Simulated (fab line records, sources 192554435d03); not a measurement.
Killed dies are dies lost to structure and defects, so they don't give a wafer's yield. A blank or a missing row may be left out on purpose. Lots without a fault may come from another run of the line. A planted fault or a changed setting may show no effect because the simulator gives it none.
A struck lot beside a sound one | flow n5_finfet | 41 steps out of a route of 1938
Sound: wafers L381.1, L381.2, L381.5. Struck: wafer L375.1. (L375.5 of the same lot was not struck and is left out.) The cause comes at the end.
At each step with rows: each side's tool, then ch and its chambers, then its first start. Under that, the readings that differ: sound wafers | struck wafers | difference of the means | sigmas: that difference in standard deviations of wafers without a fault.
alike: readings whose means differ by less than 2 such deviations, and words and numbers that are the same on both sides. not compared: withheld readings, readings that some wafer has no value for, bounds like >300 that may hide the same value, and numbers for which the record gives no deviation and whose values overlap.
The two part at a step that has a row with sigmas, a row that says differs or no value, or rows on one side only. Numbers that don't overlap but have no deviation are shown without sigmas and don't part them. A reading that every wafer of one side lacks parts them only if that side has two wafers or more.

first, 2 steps without rows for these wafers: N5_BEOL_M13_ETCH_59 (etches BARC in N2/H2, target depth 89 nm, overetch 26.7 nm, time 67.9 s); N5_BEOL_M13_VIA_ETCH_16 (etches SiOC in C4F8/O2/Ar, target depth 921.7 nm).
N5_BEOL_M13_STRIP_63: strips in N2/H2.
  sound on plasma_asher-01 ch 0,1, day 13 20:19; struck on plasma_asher-02 ch 1, day 12 14:16
  reading                     | sound          | struck | difference | sigmas
  drypump_motor_current_A (A) | 5.78 5.91 5.88 | 6.47   | +0.61      | +2
  alike: heater_power_w, oes_product_au, strip_time_to_endpoint_s
  not compared: rf_hours_counter_h
then, 3 steps without rows for these wafers: N5_BEOL_M13_STRIP_64 (strips in N2/H2); N5_BEOL_M13_STRIP_71 (strips in post etch residue remover, time 60 s); N5_BEOL_M13_SRD_72 (time 30 s, dry time 30 s).
N5_BEOL_M13_CD_MEAS_17: target cd 190 nm.
  sound on cd_sem-02, day 13 20:31; struck on cd_sem-01, day 12 14:28
  alike: cd_nm
then, 5 steps without rows for these wafers: N5_BEOL_M13_COAT_65 (time 60 s, resist thk 350 nm); N5_BEOL_M13_COAT_66 (time 60 s, resist thk 110 nm); N5_BEOL_M13_COAT_22 (resist thk 300 nm); N5_BEOL_M13_EBR_24; N5_BEOL_M13_SOFTBAKE_23 (time 60 s).
N5_BEOL_M13_EXPOSE_25: exposes mask M13, target cd 210 nm.
  sound on krf_scanner-02 ch 0, day 13 20:40; struck on krf_scanner-01 ch 0, day 12 14:38
  alike: mask
then, 3 steps without rows for these wafers: N5_BEOL_M13_PEB_26 (peb time 90 s); N5_BEOL_M13_DEVELOP_27 (develop time 45 s); N5_BEOL_M13_HARDBAKE_32 (time 120 s).
N5_BEOL_M13_CD_MEAS_28: target cd 209.5 nm.
  sound on cd_sem-01 ch 0, day 13 20:50; struck on cd_sem-03 ch 0, day 12 14:48
  reading    | sound             | struck | difference | sigmas
  cd_nm (nm) | 209.0 208.6 208.2 | 244.9  | +36.3      | +40
N5_BEOL_M13_OVL_MEAS_29:
  sound on overlay-02 ch 0, day 13 20:52; struck on overlay-02 ch 0, day 12 14:50
  alike: M13_OVL
N5_BEOL_M13_INSPECT_30: inspects for defects (macro).
  sound on defect_inspect-01, day 13 20:53; struck on defect_inspect-02, day 12 14:51
  alike: raw_defect_count
N5_BEOL_M13_DESCUM_33: chemistry O2, time 7.9 s.
  sound on rie_diel-06 ch 0,1,2, day 13 20:56; struck on rie_diel-06 ch 3, day 12 14:53
  reading                   | sound           | struck | difference | sigmas
  model.BEOL_M13.cd_nm (nm) | 209 208.6 208.2 | 245.2  | +36.6      |
  alike: drypump_motor_current_A, oes_product_au, rf_vpp_V, showerhead_plenum_p_Torr, throttle_valve_pct
  not compared: rf_hours_counter_h
then, 1 step without rows for these wafers: N5_BEOL_M13_ETCH_67 (etches SiARC in CF4, target depth 143 nm, time 238.3 s).
N5_BEOL_M13_ETCH_68: etches SOC in N2/H2, time 355 s.
  sound on rie_diel-06 ch 0,1,2, day 13 21:07; struck on rie_diel-06 ch 3, day 12 15:04
  alike: drypump_motor_current_A, oes_product_au, rf_vpp_V, showerhead_plenum_p_Torr, throttle_valve_pct
  not compared: rf_hours_counter_h
then, 3 steps without rows for these wafers: N5_BEOL_M13_STRIP_69 (strips in N2/H2); N5_BEOL_M13_TRENCH_ETCH_34 (etches SiOC in C4F8/O2/Ar, target depth 413.47 nm, time 162.6 s); N5_BEOL_M13_STRIP_70 (strips in C4F8/O2/Ar).
N5_BEOL_M13_OCD_MEAS_35:
  sound on ocd-02, day 13 21:30; struck on ocd-02, day 12 15:28
  alike: trench_depth_nm
N5_BEOL_M13_STRIP_37: strips in N2/H2.
  sound on plasma_asher-01 ch 0,1, day 13 21:32; struck on plasma_asher-02 ch 0, day 12 15:31
  alike: drypump_motor_current_A, heater_power_w, oes_product_au
  not compared: rf_hours_counter_h
N5_BEOL_M13_ETCH_38: etches SiCN in CF4/N2, target depth 67.5 nm, time 71.9 s.
  sound on rie_diel-06 ch 0,1, day 13 21:38; struck on rie_diel-02 ch 3, day 12 16:13
  reading                   | sound             | struck | difference | sigmas
  model.BEOL_M13.cd_nm (nm) | 209.8 210.4 210.6 | 244.6  | +34.3      |
  alike: drypump_motor_current_A, oes_product_au, rf_vpp_V, showerhead_plenum_p_Torr, throttle_valve_pct
  not compared: rf_hours_counter_h
then, 5 steps without rows for these wafers: N5_BEOL_M13_PRECLEAN_39 (cleans in residue remover, time 60 s); N5_BEOL_M13_SRD_40 (time 30 s, dry time 30 s); N5_BEOL_M13_DEGAS_41 (time 60 s); N5_BEOL_M13_PRE_CLEAN_42 (time 30 s); N5_BEOL_M13_SPUTTER_43 (material TaN, target thk 15 nm, time 24.19 s).
N5_BEOL_M13_SPUTTER_44: material Ta, target thk 10 nm, time 16.13 s.
  sound on pvd_sputter-03, day 13 22:03; struck on pvd_sputter-02, day 12 16:57
  alike: chamber_pressure_pa, throttle_valve_pct
then, 3 steps without rows for these wafers: N5_BEOL_M13_SPUTTER_45 (material Cu, target thk 80 nm, time 13.33 s); N5_BEOL_M13_ECD_47 (material Cu, target thk 936 nm); N5_BEOL_M13_ANNEAL_48 (time 90 s).
N5_BEOL_M13_CMP_49: polishes, stops on SiOC, t overpolish 17.1 s, target thk 420 nm.
  sound on cmp-03 ch 0,3, day 13 22:42; struck on cmp-03 ch 1, day 12 18:19
  alike: barrier_field_endpoint_s, motor_current_A, overpolish_run_s
then, 2 steps without rows for these wafers: N5_BEOL_M13_PRE_CLEAN_52 (time 15 s); N5_BEOL_M13_DEP_53 (deposits SiCN from 3MS/NH3, target thk 50 nm, time 17.8 s).
N5_BEOL_M15_RC_MEAS_101:
  sound on prober-01 ch 0, day 14 13:13; struck on prober-02 ch 0, day 13 05:18
  reading                    | sound                   | struck  | difference | sigmas
  COMB_M10_max_site (S/m)    | 1.6e-11 1.8e-11 1.4e-11 | 2.6e-11 | +1.0e-11   | +2
  COMB_M6 (S/m)              | 1.6e-11 1.8e-11 1.9e-11 | 3.1e-11 | +1.3e-11   | +2
  SERP_M13 (ohm/um)          | 0.313 0.304 0.304       | 0.252   | -0.055     | -10
  SERP_M13_max_site (ohm/um) | 0.315 0.308 0.305       | 0.254   | -0.055     | -9
  SERP_M8 (ohm/um)           | 13.9 14.0 14.0          | 15.0    | +1.0       | +2
  alike: COMB_M10, COMB_M11, COMB_M12, COMB_M14, COMB_M15, COMB_M5, COMB_M7, COMB_M8, COMB_M8_max_site, COMB_M9, COMB_M9_max_site, SERP_M10, SERP_M11, SERP_M12, SERP_M14, SERP_M5, SERP_M6, SERP_M7, SERP_M9, SERP_M9_max_site

WHERE THEY PART
First at N5_BEOL_M13_STRIP_63; last, within this record, at N5_BEOL_M15_RC_MEAS_101.

WHY: what the simulator had put in
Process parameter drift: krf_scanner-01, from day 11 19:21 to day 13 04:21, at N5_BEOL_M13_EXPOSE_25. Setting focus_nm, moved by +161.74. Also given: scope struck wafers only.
